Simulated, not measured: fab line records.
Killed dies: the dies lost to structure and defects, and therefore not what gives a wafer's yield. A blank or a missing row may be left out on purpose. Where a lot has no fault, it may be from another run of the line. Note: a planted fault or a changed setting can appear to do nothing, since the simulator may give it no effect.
Split-lot study + flow n5_finfet + on a route of 1938 steps: 7 lots, 21 wafers read

== SPLIT DETAILS ==
At N5_BEOL_M9_COAT_60 (time 60 s, resist thk 30 nm), the setting spin_rpm was moved away from the recipe's 1500 rpm on 6 of the 21 wafers read, by -7.9% to +9.2%. This setting was run at the recipe's value on the other wafers.

== FROM THE SPLIT TO THE READING: what the file shows between them, 3 steps ==
- N5_BEOL_M9_COAT_05: resist thk 90 nm
- N5_BEOL_M9_EBR_07
- N5_BEOL_M9_DESCUM_16: chemistry O2, time 7.9 s

== THE READING ==
CAR-ArF_of_BEOL_M9_COAT_05.thk_nm (the simulator's own value, which no gauge read), in nm, at N5_BEOL_M9_ETCH_61 (etches SiARC in CF4, target depth 39 nm, time 65 s). The file does not state a usual value for it. The 15 wafers here that ran the recipe average 55.6 nm, standard deviation 0.27 nm.

| wafer  | tool, chamber at the split | spin_rpm as run, rpm | against the recipe | CAR-ArF_of_BEOL_M9_COAT_05.thk_nm, nm | against lot-mates on the recipe |
|--------|----------------------------|----------------------|--------------------|---------------------------------------|---------------------------------|
| L076.3 | litho_track-02, 0          | 1500                 | recipe             | 55.2                                  | -                               |
| L076.4 | litho_track-02, 0          | 1500                 | recipe             | 55.2                                  | -                               |
| L076.5 | litho_track-02, 0          | 1638                 | +9.2%              | 56.6                                  | +1.4                            |
| L079.1 | litho_track-03, 0          | 1565                 | +4.3%              | 55.8                                  | +0.4                            |
| L079.5 | litho_track-03, 0          | 1500                 | recipe             | 55.2                                  | -                               |
| L079.6 | litho_track-03, 0          | 1500                 | recipe             | 55.6                                  | -                               |
| L087.3 | litho_track-01, 0          | 1500                 | recipe             | 55.6                                  | -                               |
| L087.4 | litho_track-01, 0          | 1500                 | recipe             | 56                                    | -                               |
| L087.5 | litho_track-01, 0          | 1500                 | recipe             | 55.4                                  | -                               |
| L086.1 | litho_track-02, 0          | 1381                 | -7.9%              | 54.4                                  | -1.0                            |
| L086.2 | litho_track-02, 0          | 1381                 | -7.9%              | 54                                    | -1.4                            |
| L086.3 | litho_track-02, 0          | 1500                 | recipe             | 55.4                                  | -                               |
| L085.1 | litho_track-01, 0          | 1500                 | recipe             | 55.8                                  | -                               |
| L085.5 | litho_track-01, 0          | 1500                 | recipe             | 55.8                                  | -                               |
| L085.3 | litho_track-01, 0          | 1500                 | recipe             | 55.6                                  | -                               |
| L089.1 | litho_track-01, 0          | 1626                 | +8.4%              | 56.6                                  | +0.8                            |
| L089.4 | litho_track-01, 0          | 1500                 | recipe             | 55.8                                  | -                               |
| L089.5 | litho_track-01, 0          | 1626                 | +8.4%              | 56.6                                  | +0.8                            |
| L088.3 | litho_track-02, 0          | 1500                 | recipe             | 55.8                                  | -                               |
| L088.4 | litho_track-02, 0          | 1500                 | recipe             | 55.8                                  | -                               |
| L088.5 | litho_track-02, 0          | 1500                 | recipe             | 56                                    | -                               |

THE FIT
A straight line over all 21 wafers: CAR-ArF_of_BEOL_M9_COAT_05.thk_nm changes by +0.135 nm for each +1% of spin_rpm; r = +0.90; the points scatter about the line by 0.28 nm.
The same after taking each lot's own level away (the mean of its wafers on the recipe; 21 wafers): +0.129 nm for each +1%; r = +0.95; scatter 0.19 nm.
Per that fit: largest spin_rpm move, reading shift of 1.2 nm.
Measured against the standard deviation above, the lots' own levels, which go from 55.20 to 55.87 nm, span 2.5 times it.
Consequently the slope shifts little with the lot-to-lot level, the two slopes agreeing.
Check: for one of the wafers moved furthest among these (+9.2%), held out of the fit, the line's prediction against its lot-mates is +1.06 nm. It came out at +1.4 nm against them.

== THESE WAFERS: OTHER SPLITS ==
These wafers also went through other splits before the reading. Each is held against what the fit with the lots' levels taken away leaves over:
| other split on the same wafers   | wafers away from the commonest value | r with CAR-ArF_of_BEOL_M9_COAT_05.thk_nm (lot level and that fit taken away) |
|----------------------------------|--------------------------------------|------------------------------------------------------------------------------|
| N5_BEOL_M7_TRENCH_ETCH_37 time_s | 6                                    | +0.05                                                                        |
| N5_BEOL_M8_ETCH_62 source_w      | 6                                    | -0.49                                                                        |

== THE WHOLE CHAIN: every reading that the file lists as answering this split, in the file's order ==
| step               | what it does                                       | reading                                                                            | change (the file's fit)               | r (the file's) |
|--------------------|----------------------------------------------------|------------------------------------------------------------------------------------|---------------------------------------|----------------|
| N5_BEOL_M9_COAT_60 | time 60 s, resist thk 30 nm                        | SiARC_of_BEOL_M9_COAT_60.thk_nm (the simulator's own value, which no gauge read)   | -0.147 nm for each +1% of the setting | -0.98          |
| N5_BEOL_M9_ETCH_61 | etches SiARC in CF4, target depth 39 nm, time 65 s | etch.depth_nm (the simulator's own value, which no gauge read)                     | -0.149 nm for each +1% of the setting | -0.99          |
| N5_BEOL_M9_ETCH_61 | etches SiARC in CF4, target depth 39 nm, time 65 s | CAR-ArF_of_BEOL_M9_COAT_05.thk_nm (the simulator's own value, which no gauge read) | +0.13 nm for each +1% of the setting  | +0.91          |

== THE FILE'S OWN FIT ==
CAR-ArF_of_BEOL_M9_COAT_05.thk_nm changes by +0.13 nm for each +1% of spin_rpm, r = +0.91.
